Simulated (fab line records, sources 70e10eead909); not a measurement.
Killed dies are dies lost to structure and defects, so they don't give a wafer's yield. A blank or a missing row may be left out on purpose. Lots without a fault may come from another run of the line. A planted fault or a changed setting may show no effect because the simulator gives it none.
One fault seen from 2 desks | flow nand_harc | each desk has only its own numbers; what lay behind them comes last

THE METROLOGY DESK
What the gauges read, lot by lot, whatever tool the lot ran on: means of the sampled wafers that have a number. A lot is out of limits, marked OUT, if its mean lies more than 4 standard deviations from the usual mean; the brackets give that distance.
Columns: A = thk_nm at NHARC_A_BONDPAD_THK_MEAS_30, usual 200.6 nm
lot  | first seen here | A
L300 | day 23 11:37    | 200.5
L302 | day 24 02:53    | 200.1
L303 | day 24 19:22    | 199.7
L305 | day 25 14:17    | 200.4
L307 | day 26 12:37    | 200.0
L309 | day 26 16:32    | 201.1
L308 | day 26 23:45    | 198.5
L310 | day 27 15:29    | 200.5
L315 | day 29 01:30    | 201.3
L314 | day 29 11:47    | 250.3 (+33) OUT
L318 | day 30 06:14    | 244.3 (+29) OUT
L323 | day 32 11:32    | 198.8
This desk's finding: out of limits on L314, L318; first on L314, day 29 11:47 (thk_nm at NHARC_A_BONDPAD_THK_MEAS_30). In limits: L300, L302, L303, L305, L307, L309, L308, L310, L315, L323.

THE TOOL OWNER'S DESK: cmp-02
The tool's own readings at NHARC_A_BONDPAD_CMP_29 (polishes SiCN, target thk 200 nm): means of the sampled wafers that have a number, for each lot that ran on this tool. A lot is out of limits, marked OUT, if its mean lies more than 4 standard deviations from the usual mean; the brackets give that distance.
Columns: A = edge_zone_pressure_frac at NHARC_A_BONDPAD_CMP_29, usual 1.000; B = motor_current_A at NHARC_A_BONDPAD_CMP_29, usual 12.3 A
lot  | first seen here | A     | B
L305 | day 25 14:04    | 1.003 | 12.5
L308 | day 26 23:34    | 0.998 | 12.6
L310 | day 27 15:16    | 0.997 | 12.8
This desk's finding: nothing out of limits on any of the 3 lots.

PUT TOGETHER
The metrology desk could have raised an alarm at day 29 11:47, on L314, L318.
The tool owner's desk saw nothing out of limits.
The tool owner's desk has no number on record for L314, L318.
Of the lots named, all ran NHARC_A_BONDPAD_CMP_29 on cmp-02.

WHAT THE SIMULATOR HAD PUT IN
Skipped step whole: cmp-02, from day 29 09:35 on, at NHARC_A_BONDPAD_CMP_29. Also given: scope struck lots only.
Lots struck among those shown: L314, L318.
Hours from the fault's start to each desk's first reading out of limits: the metrology desk, 2.
